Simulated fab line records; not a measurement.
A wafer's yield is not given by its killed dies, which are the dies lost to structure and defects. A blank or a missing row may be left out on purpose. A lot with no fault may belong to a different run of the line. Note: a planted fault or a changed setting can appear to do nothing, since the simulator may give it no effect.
Which tool was responsible? / flow n5-finfet / 11 lots, 33 wafers sampled, at 5 steps of a route of 1938

## WHAT THE GAUGES READ, wafer by wafer
The record lacks any reading of a measuring or inspecting step that a usual standard deviation could be used to judge.

## EACH LOT AND THE TOOL THAT RAN IT (in order: tool; ch and the chambers of the sampled wafers; start)
lot=L446; N5_BEOL_M5_PRE_CLEAN_45=pvd-sputter-03, day 8 08:35; N5_BEOL_M15_ETCH_38=rie-diel-04 ch 0,1,2, day 11 08:01 or earlier; N5_BEOL_M15_DEGAS_41=pvd-sputter-02, day 11 08:01; N5_MIM_TOP_LITHO_DESCUM_10=rie-diel-06 ch 0,1,2, day 11 14:05; N5_PASSIVATION_PROBE_49=-
lot=L449; N5_BEOL_M5_PRE_CLEAN_45=pvd-sputter-01, day 8 16:41; N5_BEOL_M15_ETCH_38=rie-diel-03 ch 1,3, day 12 03:58 or earlier; N5_BEOL_M15_DEGAS_41=pvd-sputter-01, day 12 03:58; N5_MIM_TOP_LITHO_DESCUM_10=rie-diel-02 ch 0,2,3, day 12 08:50; N5_PASSIVATION_PROBE_49=-
lot=L448; N5_BEOL_M5_PRE_CLEAN_45=pvd-sputter-02, day 8 20:31; N5_BEOL_M15_ETCH_38=rie-diel-04 ch 0,2,3, day 12 05:50 or earlier; N5_BEOL_M15_DEGAS_41=pvd-sputter-03, day 12 05:50; N5_MIM_TOP_LITHO_DESCUM_10=rie-diel-01 ch 1,2,3, day 12 11:47; N5_PASSIVATION_PROBE_49=-
lot=L447; N5_BEOL_M5_PRE_CLEAN_45=pvd-sputter-03, day 8 20:38; N5_BEOL_M15_ETCH_38=rie-diel-03 ch 0,1, day 12 05:26 or earlier; N5_BEOL_M15_DEGAS_41=pvd-sputter-03, day 12 05:26; N5_MIM_TOP_LITHO_DESCUM_10=rie-diel-02 ch 0,2,3, day 12 11:40; N5_PASSIVATION_PROBE_49=-
lot=L451; N5_BEOL_M5_PRE_CLEAN_45=pvd-sputter-02, day 9 12:08; N5_BEOL_M15_ETCH_38=rie-diel-03 ch 1,3, day 12 11:50 or earlier; N5_BEOL_M15_DEGAS_41=pvd-sputter-01, day 12 11:50; N5_MIM_TOP_LITHO_DESCUM_10=rie-diel-02 ch 1,2,3, day 12 18:30; N5_PASSIVATION_PROBE_49=-
lot=L454; N5_BEOL_M5_PRE_CLEAN_45=pvd-sputter-03, day 9 22:37; N5_BEOL_M15_ETCH_38=rie-diel-03 ch 0,3, day 12 22:00 or earlier; N5_BEOL_M15_DEGAS_41=pvd-sputter-01, day 12 22:00; N5_MIM_TOP_LITHO_DESCUM_10=rie-diel-02 ch 1,3, day 13 03:32; N5_PASSIVATION_PROBE_49=-
lot=L453; N5_BEOL_M5_PRE_CLEAN_45=pvd-sputter-02, day 10 02:17; N5_BEOL_M15_ETCH_38=rie-diel-05 ch 2,3, day 13 06:39 or earlier; N5_BEOL_M15_DEGAS_41=pvd-sputter-03, day 13 06:39; N5_MIM_TOP_LITHO_DESCUM_10=rie-diel-02 ch 0,3, day 13 10:32; N5_PASSIVATION_PROBE_49=-
lot=L460; N5_BEOL_M5_PRE_CLEAN_45=pvd-sputter-03, day 11 15:46; N5_BEOL_M15_ETCH_38=rie-diel-05 ch 0,2,3, day 15 03:04 or earlier; N5_BEOL_M15_DEGAS_41=pvd-sputter-02, day 15 03:04; N5_MIM_TOP_LITHO_DESCUM_10=rie-diel-02 ch 0,3, day 15 07:57; N5_PASSIVATION_PROBE_49=prober-01, day 15 17:04
lot=L463; N5_BEOL_M5_PRE_CLEAN_45=pvd-sputter-01, day 12 11:38; N5_BEOL_M15_ETCH_38=rie-diel-03 ch 1,2, day 16 15:50 or earlier; N5_BEOL_M15_DEGAS_41=pvd-sputter-01, day 16 15:50; N5_MIM_TOP_LITHO_DESCUM_10=rie-diel-01 ch 0,2, day 16 21:40; N5_PASSIVATION_PROBE_49=-
lot=L462; N5_BEOL_M5_PRE_CLEAN_45=pvd-sputter-03, day 12 12:29; N5_BEOL_M15_ETCH_38=rie-diel-04 ch 1,2,3, day 16 02:36 or earlier; N5_BEOL_M15_DEGAS_41=pvd-sputter-01, day 16 02:36; N5_MIM_TOP_LITHO_DESCUM_10=rie-diel-01 ch 0,1, day 16 07:21; N5_PASSIVATION_PROBE_49=prober-02, day 16 17:10
lot=L468; N5_BEOL_M5_PRE_CLEAN_45=pvd-sputter-01, day 14 09:43; N5_BEOL_M15_ETCH_38=rie-diel-03 ch 0,3, day 17 08:28 or earlier; N5_BEOL_M15_DEGAS_41=pvd-sputter-02, day 17 08:28; N5_MIM_TOP_LITHO_DESCUM_10=rie-diel-02 ch 0,2,3, day 17 15:34; N5_PASSIVATION_PROBE_49=-
- N5_BEOL_M5_PRE_CLEAN_45: time 30 s.
- N5_BEOL_M15_ETCH_38: etches SiCN in CF4/N2, target depth 106.4 nm, time 120.5 s.
- N5_BEOL_M15_DEGAS_41: time 60 s.
- N5_MIM_TOP_LITHO_DESCUM_10: chemistry O2, time 7.9 s.
- N5_PASSIVATION_PROBE_49

## AS READ BY THE TOOLS THEMSELVES (means over the sampled wafers that have a number; for cases with no such wafer, the mark the record gives instead)
N5_BEOL_M5_PRE_CLEAN_45. Usual: heater-power-w at 314 W, with a standard deviation of 32.
lot=L446; tool=pvd-sputter-03; heater-power-w (W)=327; flag=
lot=L449; tool=pvd-sputter-01; heater-power-w (W)=314; flag=
lot=L448; tool=pvd-sputter-02; heater-power-w (W)=294; flag=
lot=L447; tool=pvd-sputter-03; heater-power-w (W)=311; flag=
lot=L451; tool=pvd-sputter-02; heater-power-w (W)=286; flag=
lot=L454; tool=pvd-sputter-03; heater-power-w (W)=340; flag=
lot=L453; tool=pvd-sputter-02; heater-power-w (W)=317; flag=
lot=L460; tool=pvd-sputter-03; heater-power-w (W)=332; flag=
lot=L463; tool=pvd-sputter-01; heater-power-w (W)=322; flag=
lot=L462; tool=pvd-sputter-03; heater-power-w (W)=325; flag=
lot=L468; tool=pvd-sputter-01; heater-power-w (W)=279; flag=

N5_BEOL_M15_ETCH_38. Usual: drypump-motor-current-A 5.86 A, standard deviation 0.22; oes-product-au 0.78 a.u., standard deviation 0.087; rf-vpp-V 382.2 V, standard deviation 2.3; showerhead-plenum-p-Torr 2.21 Torr, standard deviation 0.087; throttle-valve-pct 15.54 %, standard deviation 0.24.
lot=L446; tool=rie-diel-04; drypump-motor-current-A (A)=5.73; oes-product-au (a.u.)=0.81; rf-vpp-V (V)=382.2; showerhead-plenum-p-Torr (Torr)=2.20; throttle-valve-pct (%)=15.31; flag=
lot=L449; tool=rie-diel-03; drypump-motor-current-A (A)=5.67; oes-product-au (a.u.)=0.79; rf-vpp-V (V)=382.1; showerhead-plenum-p-Torr (Torr)=2.19; throttle-valve-pct (%)=15.48; flag=
lot=L448; tool=rie-diel-04; drypump-motor-current-A (A)=5.78; oes-product-au (a.u.)=0.77; rf-vpp-V (V)=382.9; showerhead-plenum-p-Torr (Torr)=2.22; throttle-valve-pct (%)=15.51; flag=
lot=L447; tool=rie-diel-03; drypump-motor-current-A (A)=5.82; oes-product-au (a.u.)=0.72; rf-vpp-V (V)=379.2; showerhead-plenum-p-Torr (Torr)=2.14; throttle-valve-pct (%)=15.69; flag=
lot=L451; tool=rie-diel-03; drypump-motor-current-A (A)=5.70; oes-product-au (a.u.)=0.84; rf-vpp-V (V)=384.2; showerhead-plenum-p-Torr (Torr)=2.27; throttle-valve-pct (%)=15.30; flag=
lot=L454; tool=rie-diel-03; drypump-motor-current-A (A)=5.93; oes-product-au (a.u.)=0.83; rf-vpp-V (V)=384.6; showerhead-plenum-p-Torr (Torr)=2.29; throttle-valve-pct (%)=15.35; flag=
lot=L453; tool=rie-diel-05; drypump-motor-current-A (A)=5.95; oes-product-au (a.u.)=0.76; rf-vpp-V (V)=381.4; showerhead-plenum-p-Torr (Torr)=2.18; throttle-valve-pct (%)=15.68; flag=
lot=L460; tool=rie-diel-05; drypump-motor-current-A (A)=5.86; oes-product-au (a.u.)=0.81; rf-vpp-V (V)=382.4; showerhead-plenum-p-Torr (Torr)=2.20; throttle-valve-pct (%)=15.60; flag=
lot=L463; tool=rie-diel-03; drypump-motor-current-A (A)=5.67; oes-product-au (a.u.)=0.71; rf-vpp-V (V)=382.2; showerhead-plenum-p-Torr (Torr)=2.21; throttle-valve-pct (%)=15.66; flag=
lot=L462; tool=rie-diel-04; drypump-motor-current-A (A)=5.96; oes-product-au (a.u.)=0.77; rf-vpp-V (V)=383.1; showerhead-plenum-p-Torr (Torr)=2.22; throttle-valve-pct (%)=15.46; flag=
lot=L468; tool=rie-diel-03; drypump-motor-current-A (A)=5.95; oes-product-au (a.u.)=0.81; rf-vpp-V (V)=384.6; showerhead-plenum-p-Torr (Torr)=2.28; throttle-valve-pct (%)=15.40; flag=

N5_BEOL_M15_DEGAS_41. Usual: heater-power-w at 440 W, with a standard deviation of 44.
lot=L446; tool=pvd-sputter-02; heater-power-w (W)=419; flag=
lot=L449; tool=pvd-sputter-01; heater-power-w (W)=397; flag=
lot=L448; tool=pvd-sputter-03; heater-power-w (W)=455; flag=
lot=L447; tool=pvd-sputter-03; heater-power-w (W)=460; flag=
lot=L451; tool=pvd-sputter-01; heater-power-w (W)=432; flag=
lot=L454; tool=pvd-sputter-01; heater-power-w (W)=440; flag=
lot=L453; tool=pvd-sputter-03; heater-power-w (W)=427; flag=
lot=L460; tool=pvd-sputter-02; heater-power-w (W)=459; flag=
lot=L463; tool=pvd-sputter-01; heater-power-w (W)=397; flag=
lot=L462; tool=pvd-sputter-01; heater-power-w (W)=421; flag=
lot=L468; tool=pvd-sputter-02; heater-power-w (W)=394; flag=

N5_MIM_TOP_LITHO_DESCUM_10. Usual: drypump-motor-current-A 5.7 A, standard deviation 0.48; oes-product-au 0.82 a.u., standard deviation 0.066; rf-vpp-V 243.0 V, standard deviation 1.6; showerhead-plenum-p-Torr 2.08 Torr, standard deviation 0.079; throttle-valve-pct 20.38 %, standard deviation 0.22.
lot=L446; tool=rie-diel-06; drypump-motor-current-A (A)=5.8; oes-product-au (a.u.)=0.80; rf-vpp-V (V)=244.8; showerhead-plenum-p-Torr (Torr)=2.14; throttle-valve-pct (%)=20.45; flag=
lot=L449; tool=rie-diel-02; drypump-motor-current-A (A)=5.8; oes-product-au (a.u.)=0.85; rf-vpp-V (V)=244.8; showerhead-plenum-p-Torr (Torr)=2.13; throttle-valve-pct (%)=20.38; flag=
lot=L448; tool=rie-diel-01; drypump-motor-current-A (A)=5.5; oes-product-au (a.u.)=0.81; rf-vpp-V (V)=242.4; showerhead-plenum-p-Torr (Torr)=2.05; throttle-valve-pct (%)=20.54; flag=
lot=L447; tool=rie-diel-02; drypump-motor-current-A (A)=5.8; oes-product-au (a.u.)=0.85; rf-vpp-V (V)=243.5; showerhead-plenum-p-Torr (Torr)=2.13; throttle-valve-pct (%)=20.38; flag=
lot=L451; tool=rie-diel-02; drypump-motor-current-A (A)=6.1; oes-product-au (a.u.)=0.83; rf-vpp-V (V)=243.2; showerhead-plenum-p-Torr (Torr)=2.06; throttle-valve-pct (%)=20.35; flag=
lot=L454; tool=rie-diel-02; drypump-motor-current-A (A)=6.3; oes-product-au (a.u.)=0.78; rf-vpp-V (V)=242.5; showerhead-plenum-p-Torr (Torr)=2.02; throttle-valve-pct (%)=20.37; flag=
lot=L453; tool=rie-diel-02; drypump-motor-current-A (A)=5.9; oes-product-au (a.u.)=0.86; rf-vpp-V (V)=243.9; showerhead-plenum-p-Torr (Torr)=2.09; throttle-valve-pct (%)=20.39; flag=
lot=L460; tool=rie-diel-02; drypump-motor-current-A (A)=5.9; oes-product-au (a.u.)=0.84; rf-vpp-V (V)=243.2; showerhead-plenum-p-Torr (Torr)=2.08; throttle-valve-pct (%)=20.41; flag=
lot=L463; tool=rie-diel-01; drypump-motor-current-A (A)=5.7; oes-product-au (a.u.)=0.85; rf-vpp-V (V)=243.2; showerhead-plenum-p-Torr (Torr)=2.08; throttle-valve-pct (%)=20.20; flag=
lot=L462; tool=rie-diel-01; drypump-motor-current-A (A)=4.8; oes-product-au (a.u.)=0.84; rf-vpp-V (V)=241.6; showerhead-plenum-p-Torr (Torr)=2.02; throttle-valve-pct (%)=20.36; flag=
lot=L468; tool=rie-diel-02; drypump-motor-current-A (A)=5.8; oes-product-au (a.u.)=0.80; rf-vpp-V (V)=244.5; showerhead-plenum-p-Torr (Torr)=2.11; throttle-valve-pct (%)=20.43; flag=

N5_PASSIVATION_PROBE_49. Usual: defect-limited-yield 91.0 %, standard deviation 1.5; killed_at_M0_to_M3 34, standard deviation 11; killed_at_M4_up 14, standard deviation 5.3; killed-at-contacts 13, standard deviation 7; killed-at-front-end 41, standard deviation 13; killed-at-other 4, standard deviation 3.1; killed-dies 106, standard deviation 17; killed-open 70, standard deviation 12; killed-short 35, standard deviation 8; sort_bin_5_function 5.2 %, standard deviation 0.98; sort_bin_6_memory 3.4 %, standard deviation 0.69; sort-n-pass 1074, standard deviation 17; sort-yield-pct 91.0 %, standard deviation 1.5.
lot=L460; tool=prober-01; defect-limited-yield (%)=80.5; killed_at_M0_to_M3=28; killed_at_M4_up=151; killed-at-contacts=15; killed-at-front-end=35; killed-at-other=2; killed-dies=231; killed-open=68; killed-short=30; sort_bin_5_function (%)=11.7; sort_bin_6_memory (%)=4.2; sort-n-pass=949; sort-yield-pct (%)=80.5; flag=OFF
lot=L462; tool=prober-02; defect-limited-yield (%)=81.6; killed_at_M0_to_M3=38; killed_at_M4_up=121; killed-at-contacts=19; killed-at-front-end=37; killed-at-other=2; killed-dies=217; killed-open=67; killed-short=37; sort_bin_5_function (%)=11.1; sort_bin_6_memory (%)=4.4; sort-n-pass=963; sort-yield-pct (%)=81.6; flag=OFF

## THE ANSWER, worked out from the rows above alone
Rule: lot off if the mean of its wafers having a number is beyond 3 standard deviations from the usual mean. A lot without any number at a reading at which 4 lots or more have one is off too. All remaining lots with rows at the step are treated as sound. First the gauges in route order, then the tools' own readings, where a lot's mean is used as printed above. At the first step where some lot is off, the reading lying furthest off is the one used; lots without a number count as furthest.
Off, at N5_PASSIVATION_PROBE_49 on killed_at_M4_up: L460, L462. Neither off nor sound, because the step has no rows for them: L446, L449, L448, L447, L451, L454, L453, L463, L468.
If a tool, at that step or one of the process steps before it, ran each lot that is off and ran no sound lot following the first of them, it fits. N5_BEOL_M15_ETCH_38: start missing for some lots; hours and lot order therefore follow N5_BEOL_M15_DEGAS_41. One fits: pvd-sputter-03 at N5_BEOL_M5_PRE_CLEAN_45. It ran no sound lot before its first lot that is off in this sample, so the start can't be narrowed down.

## WHAT THE SIMULATOR PUT IN
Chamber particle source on pvd-sputter-03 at N5_BEOL_M5_PRE_CLEAN_45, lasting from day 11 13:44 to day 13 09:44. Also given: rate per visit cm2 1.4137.
Lots struck among those shown: L460, L462. The rule given above showed the same thing.
